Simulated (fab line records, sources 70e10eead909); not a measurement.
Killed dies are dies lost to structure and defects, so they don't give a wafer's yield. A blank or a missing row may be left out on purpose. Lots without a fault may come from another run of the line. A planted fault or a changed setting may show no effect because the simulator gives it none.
One fault seen from 2 desks | flow nand_harc | each desk has only its own numbers; what lay behind them comes last

THE METROLOGY DESK
What the gauges read, lot by lot, whatever tool the lot ran on: means of the sampled wafers that have a number. A lot is out of limits, marked OUT, if its mean lies more than 4 standard deviations from the usual mean; the brackets give that distance.
Columns: A = thk_nm at NHARC_A_BONDPAD_THK_MEAS_30, usual 200.4 nm; B = overlay_x_nm at NHARC_A_BONDPAD_OVL_MEAS_35, usual 0 nm; C = overlay_y_nm at NHARC_A_BONDPAD_OVL_MEAS_35, usual 0 nm
lot  | first seen here | A     | B   | C
L930 | day 23 16:37    | 200.8 | 1   | -8
L932 | day 25 16:22    | 200.0 | 2   | 7
L933 | day 25 21:32    | 199.7 | 3   | -1
L934 | day 26 01:35    | 201.7 | -4  | 4
L935 | day 26 08:05    | 199.0 | 7   | 1
L938 | day 27 06:47    | 199.9 | 0   | 1
L937 | day 27 11:34    | 198.7 | 2   | -11
L940 | day 27 18:56    | 199.5 | 1   | -0
L941 | day 28 14:28    | 199.9 | 8   | -9
L942 | day 29 06:46    | 200.7 | -7  | 1
L943 | day 29 12:18    | 201.5 | -3  | 2
L946 | day 30 22:52    | 200.0 | -2  | 2
L947 | day 31 12:09    | 200.2 | -14 | -2
This desk's finding: nothing out of limits on any of the 13 lots.

THE TOOL OWNER'S DESK: rie_diel-13
The tool's own readings at NHARC_A_BONDPAD_ETCH_12 (etches the open film in CHF3/O2, target depth 220 nm, time 110 s): means of the sampled wafers that have a number, for each lot that ran on this tool. A lot is out of limits, marked OUT, if its mean lies more than 4 standard deviations from the usual mean; the brackets give that distance.
Columns: A = drypump_motor_current_A at NHARC_A_BONDPAD_ETCH_12, usual 5.7 A; B = o2_flow_sccm at NHARC_A_BONDPAD_ETCH_12, usual 9.998 sccm; C = oes_product_au at NHARC_A_BONDPAD_ETCH_12, usual 0.947 a.u.; D = rf_fwd_power_W at NHARC_A_BONDPAD_ETCH_12, usual 497.2 W; E = rf_vpp_V at NHARC_A_BONDPAD_ETCH_12, usual 370.5 V; F = showerhead_plenum_p_Torr at NHARC_A_BONDPAD_ETCH_12, usual 2.40 Torr; G = throttle_valve_pct at NHARC_A_BONDPAD_ETCH_12, usual 20.572 %
lot  | first seen here | A   | B      | C                | D                       | E     | F    | G
L930 | day 23 17:35    | 5.7 | 9.995  | 0.969            | 497.2                   | 371.8 | 2.45 | 20.572
L932 | day 25 17:13    | 5.9 | 10.011 | 0.936            | 498.5                   | 372.4 | 2.45 | 20.577
L934 | day 26 02:32    | 5.4 | 10.003 | 0.932            | 497.3                   | 372.5 | 2.46 | 20.580
L935 | day 26 08:57    | 5.9 | 10.003 | 0.962            | 495.8                   | 367.5 | 2.30 | 20.566
L938 | day 27 07:44    | 5.7 | 9.984  | 0.967            | 496.9                   | 369.2 | 2.38 | 20.575
L937 | day 27 12:23    | 5.5 | 9.974  | 0.965            | 496.9                   | 373.7 | 2.52 | 20.570
L940 | day 27 19:53    | 6.1 | 9.988  | 0.928            | 498.3                   | 371.0 | 2.43 | 20.575
L941 | day 28 15:17    | 5.7 | 10.015 | 0.931            | 496.3                   | 371.2 | 2.44 | 20.565
L942 | day 29 07:44    | 6.0 | 10.008 | 0.968            | 497.4                   | 369.5 | 2.37 | 20.578
L943 | day 29 13:15    | 6.0 | 10.024 | 0.966            | 498.0                   | 369.7 | 2.37 | 20.574
L946 | day 30 23:50    | 5.7 | 9.976  | 1.210 (+11) OUT  | 698.1 (+99 or more) OUT | 371.6 | 2.44 | 20.574
L947 | day 31 13:07    | 5.5 | 9.997  | 1.163 (+9.0) OUT | 696.7 (+99 or more) OUT | 371.4 | 2.45 | 20.577
This desk's finding: out of limits on L946, L947; first on L946, day 30 23:50 (oes_product_au at NHARC_A_BONDPAD_ETCH_12). In limits: L930, L932, L934, L935, L938, L937, L940, L941, L942, L943.

PUT TOGETHER
The tool owner's desk could have raised an alarm at day 30 23:50, on L946, L947.
The metrology desk saw nothing out of limits.
The metrology desk has L946, L947 on record, within its limits.
Of the lots named, all ran NHARC_A_BONDPAD_ETCH_12 on rie_diel-13.

WHAT THE SIMULATOR HAD PUT IN
Process parameter drift: rie_diel-13, from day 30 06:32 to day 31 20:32, at NHARC_A_BONDPAD_ETCH_12. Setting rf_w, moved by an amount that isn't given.
Lots struck among those shown: L946, L947.
Hours from the fault's start to each desk's first reading out of limits: the tool owner's desk, 17.
